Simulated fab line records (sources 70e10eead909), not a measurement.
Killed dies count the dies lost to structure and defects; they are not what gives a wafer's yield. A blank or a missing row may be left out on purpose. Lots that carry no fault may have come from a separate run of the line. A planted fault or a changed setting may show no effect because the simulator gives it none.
fab line records | flow nand-harc
record: lots: 6 | wafers: 18 | last-day: 33
route steps=1302 shown P_CONTACT@217
lots with no fault: from the same line, run without faults
start-h: hours from the record's first day to the start of the lot's first wafer shown | wait-h: time in hours since the lot's previous step | " same as the row above | L1.1+2: a single row standing in for several wafers | - no value present, or no start provided | * or withheld: withheld | < > ~ a bound
route shown NAME@n: a module of which the file shows steps, and the number in the route of the first | usual: average and standard deviation across the fault-free wafers | same: alike in all rows | chamber/n: place in a boat | sites: readings site by site | _std_site: the values' standard deviation | _edge_site: the outer-site mean with the inner-site mean subtracted | radius-mm: how far each site lies from the wafer's centre | mask NAME#n: copy n | behind: the most recent tool/chamber to have shaped the wafer | hold: why the lot went on hold/how many hours it stayed there/how the hold came to an end | device: transistor that didn't switch, given as n, p or np | end of line: tests of these same wafers at the route's end | a step given without rows: its recipe and nothing more | killed: not the wafer's yield, but the dies lost to structure and defects at the first sort | map: the dies of a wafer, with x for killed, . for not killed, _ for no die there
set.NAME: the setting the step ran with; set.NAME@STEP: the setting that earlier step ran with | model.NAME: the simulator's own value behind a step, which no gauge read
a table for each step, a row for each wafer; lots at some steps of the route
services: a tool's chamber out of use, with start hour (start-h, from the record's first day; less than 0 if before it), hours out, and reason
== steps ==
step: NHARC_P_CONTACT_DEP_30
recipe: target-thk-a: 300 | temp-c: 400 | target-thk-nm: 30 | flow-sccm: 200 | rf-w: 450 | material: SiNx
usual: heater-power-w: 722/100
lot.wafer | tool     | chamber | start-h | wait-h | heater-power-w
L587.1    | pecvd-02 | 2       | 152.92  | 0.1    | 666
L587.5    | "        | 2       | "       | "      | 669
L587.4    | "        | 0       | "       | "      | 647
L588.2    | pecvd-01 | 1       | 163.88  | 0.1    | 700
L588.1    | "        | 2       | "       | "      | 663
L588.6    | "        | 2       | "       | "      | 673
L584.4    | pecvd-03 | 1       | 175.21  | 0.2    | 601
L584.6    | "        | 2       | "       | "      | 605
L584.5    | "        | 0       | "       | "      | 721
L596.3    | pecvd-03 | 2       | 257.87  | 0.1    | 619
L596.2    | "        | 0       | "       | "      | 736
L596.5    | "        | 0       | "       | "      | 752
L600.1    | pecvd-02 | 2       | 281.07  | 0.1    | 767
L600.3    | "        | 0       | "       | "      | 623
L600.5    | "        | 0       | "       | "      | 618
L605.2    | pecvd-03 | 2       | 333.64  | 0.1    | 625
L605.6    | "        | 2       | "       | "      | 639
L605.4    | "        | 0       | "       | "      | 740
step: NHARC_P_CONTACT_DEP_00
recipe: target-thk-a: 5000 | temp-c: 400 | pressure-torr: 6.5 | rf-w: 900 | teos-flow-sccm: 161.4 | flow-sccm: 2650 | target-thk-nm: 500 | gas: O2 | material: SiO2
usual: heater-power-w: 567/110 | throttle-valve-pct: 16.0/0.5
lot.wafer | tool     | chamber | start-h | wait-h | heater-power-w | throttle-valve-pct
L587.1    | pecvd-02 | 2       | -       | -      | 585            | 16.5
L587.5    | "        | 2       | "       | "      | 442            | 16.4
L587.4    | "        | 0       | "       | "      | 591            | 15.0
L588.2    | pecvd-01 | 1       | -       | -      | 545            | 15.8
L588.1    | "        | 2       | "       | "      | 636            | 15.9
L588.6    | "        | 2       | "       | "      | 478            | 16.4
L584.4    | pecvd-03 | 1       | -       | -      | 568            | 16.7
L584.6    | "        | 2       | "       | "      | 434            | 15.9
L584.5    | "        | 0       | "       | "      | 551            | 15.8
L596.3    | pecvd-03 | 2       | -       | -      | 394            | 16.2
L596.2    | "        | 0       | "       | "      | 493            | 15.7
L596.5    | "        | 0       | "       | "      | 519            | 15.7
L600.1    | pecvd-02 | 2       | -       | -      | 537            | 15.7
L600.3    | "        | 0       | "       | "      | 566            | 14.3
L600.5    | "        | 0       | "       | "      | 565            | 14.4
L605.2    | pecvd-03 | 2       | -       | -      | 434            | 16.6
L605.6    | "        | 2       | "       | "      | 437            | 16.7
L605.4    | "        | 0       | "       | "      | 548            | 16.0
step: NHARC_P_CONTACT_CMP_01
recipe: target-thk-nm: 200 | material: SiO2
usual: motor-current-A: 11.9/1.8
lot.wafer | tool   | chamber | start-h | wait-h | motor-current-A
L587.4    | cmp-04 | 2       | 153.63  | -      | 10.5
L587.1    | "      | 0       | "       | "      | 14.6
L587.5    | "      | 2       | "       | "      | 10.5
L588.2    | cmp-01 | 1       | 164.56  | -      | 11.2
L588.1    | "      | 0       | "       | "      | 15.3
L588.6    | "      | 1       | "       | "      | 10.6
L584.4    | cmp-04 | 1       | 175.88  | -      | 12.0
L584.5    | "      | 2       | "       | "      | 10.2
L584.6    | "      | 3       | "       | "      | 11.2
L596.2    | cmp-03 | 0       | 258.63  | -      | 13.0
L596.3    | "      | 1       | "       | "      | 11.7
L596.5    | "      | 2       | "       | "      | 10.6
L600.1    | cmp-01 | 1       | 281.80  | -      | 11.0
L600.3    | "      | 3       | "       | "      | 11.7
L600.5    | "      | 0       | "       | "      | 16.1
L605.2    | cmp-01 | 2       | 334.38  | -      | 10.1
L605.4    | "      | 0       | "       | "      | 15.6
L605.6    | "      | 3       | "       | "      | 11.5
step: NHARC_P_CONTACT_SRD_03
step: NHARC_P_CONTACT_DEHYDRATE_04
recipe: temp-c: 150 | time-s: 120
step: NHARC_P_CONTACT_HMDS_05
recipe: time-s: 30
step: NHARC_P_CONTACT_COAT_33
recipe: temp-c: 260 | time-s: 75
step: NHARC_P_CONTACT_COAT_34
recipe: temp-c: 225 | time-s: 65
step: NHARC_P_CONTACT_COAT_06
recipe: spin-rpm: 1500 | resist-thk-nm: 90
step: NHARC_P_CONTACT_SOFTBAKE_07
recipe: temp-c: 105 | time-s: 55
step: NHARC_P_CONTACT_EBR_08
step: NHARC_P_CONTACT_EXPOSE_09
recipe: na: 1.35 | target-cd-nm: 90 | dose-mj: 81.26 | mask-id: P_CA
usual: exposure-dose-mJ-cm2: 81.26/0.091 | focus-offset-nm: 0.0/0.55
lot.wafer | tool            | chamber | start-h | wait-h | mask   | exposure-dose-mJ-cm2 | focus-offset-nm
L587.1    | arfi-scanner-02 | 0       | 154.30  | -      | P_CA#0 | 81.28                | 0.4
L587.4    | "               | 0       | "       | "      | P_CA#0 | 81.48                | -0.2
L587.5    | "               | 0       | "       | "      | P_CA#0 | 81.28                | -0.2
L588.1    | arfi-scanner-03 | -       | 165.24  | -      | P_CA#0 | -                    | -
L588.2    | "               | -       | "       | "      | P_CA#0 | -                    | -
L588.6    | "               | -       | "       | "      | P_CA#0 | -                    | -
L584.4    | arfi-scanner-02 | -       | 176.51  | -      | P_CA#0 | -                    | -
L584.5    | "               | -       | "       | "      | P_CA#0 | -                    | -
L584.6    | "               | -       | "       | "      | P_CA#0 | -                    | -
L596.2    | arfi-scanner-01 | 0       | 259.28  | -      | P_CA#0 | 81.29                | -0.2
L596.3    | "               | 0       | "       | "      | P_CA#0 | 81.24                | -1.0
L596.5    | "               | 0       | "       | "      | P_CA#0 | 81.30                | 0.5
L600.1    | arfi-scanner-02 | 0       | 282.47  | -      | P_CA#0 | 81.21                | 0.0
L600.3    | "               | 0       | "       | "      | P_CA#0 | 81.21                | -0.8
L600.5    | "               | 0       | "       | "      | P_CA#0 | 81.32                | -0.1
L605.2    | arfi-scanner-03 | 0       | 334.95  | -      | P_CA#0 | 81.09                | 0.2
L605.4    | "               | 0       | "       | "      | P_CA#0 | 81.11                | -0.2
L605.6    | "               | 0       | "       | "      | P_CA#0 | 81.07                | -0.2
step: NHARC_P_CONTACT_PEB_10
recipe: peb-temp-c: 100 | peb-time-s: 65
== services ==
tool            | chamber | start-h | hours | kind
pecvd-01        | -       | 130.25  | 13.0  | pm
pecvd-02        | -       | 137.59  | 1.7   | repair
arfi-scanner-02 | -       | 140.00  | 4.0   | pm
cmp-04          | -       | 144.46  | 0.4   | repair
pecvd-03        | -       | 165.31  | 0.4   | repair
pecvd-03        | -       | 185.20  | 13.0  | pm
cmp-01          | -       | 187.68  | 4.0   | pm
arfi-scanner-02 | -       | 191.25  | 2.6   | repair
arfi-scanner-02 | -       | 203.09  | 1.8   | repair
arfi-scanner-02 | -       | 206.74  | 3.2   | repair
pecvd-02        | -       | 227.00  | 13.0  | pm
pecvd-03        | 2       | 233.96  | 4.2   | repair
cmp-01          | -       | 234.88  | 0.9   | repair
pecvd-02        | 0       | 254.89  | 4.5   | repair
cmp-01          | -       | 266.81  | 0.5   | repair
cmp-01          | -       | 273.43  | 3.3   | repair
cmp-01          | -       | 279.71  | 1.9   | repair
arfi-scanner-02 | -       | 284.27  | 6.7   | repair
cmp-01          | -       | 285.68  | 4.0   | pm
arfi-scanner-02 | -       | 312.02  | 4.0   | pm
pecvd-03        | 1       | 317.16  | 3.3   | repair
pecvd-02        | -       | 317.91  | 0.6   | repair
cmp-01          | -       | 328.49  | 4.3   | repair
cmp-01          | -       | 333.04  | 0.4   | repair
== key ==
first-sign: step: NHARC_P_CONTACT_EXPOSE_09 | reading: tool-record | direction: missing
effect none on later readings
met-at NHARC_P_CONTACT_EXPOSE_09
struck-wafers L584.4,L584.5,L584.6,L588.1,L588.2,L588.6
later-rows-left-out L584.4,L584.5,L584.6,L588.1,L588.2,L588.6
sort-left-out L584.4,L584.5,L584.6,L588.1,L588.2,L588.6
tester-left-out L584,L588
onset-between 154.30 165.24
fault: kind: skipped-step-whole | tool: arfi-scanner-02,arfi-scanner-03 | chamber: - | onset-h: 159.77 | steps: NHARC_P_CONTACT_EXPOSE_09 | scope: struck-lots-only
tester-left-out: of these lots the tester's yield and bins aren't shown, on N5 and GAA mostly nor the transistor test; their killed dies are dies lost to structure and defects alone, not to doping, threshold or leakage, so they don't give the yield
sort-left-out: the simulated sort isn't trusted on such a fault, so these wafers' sort isn't shown, and their yield isn't known
later-rows-left-out: the simulator's readings of these wafers behind a module that went badly wrong aren't trusted and aren't shown, but for the sort
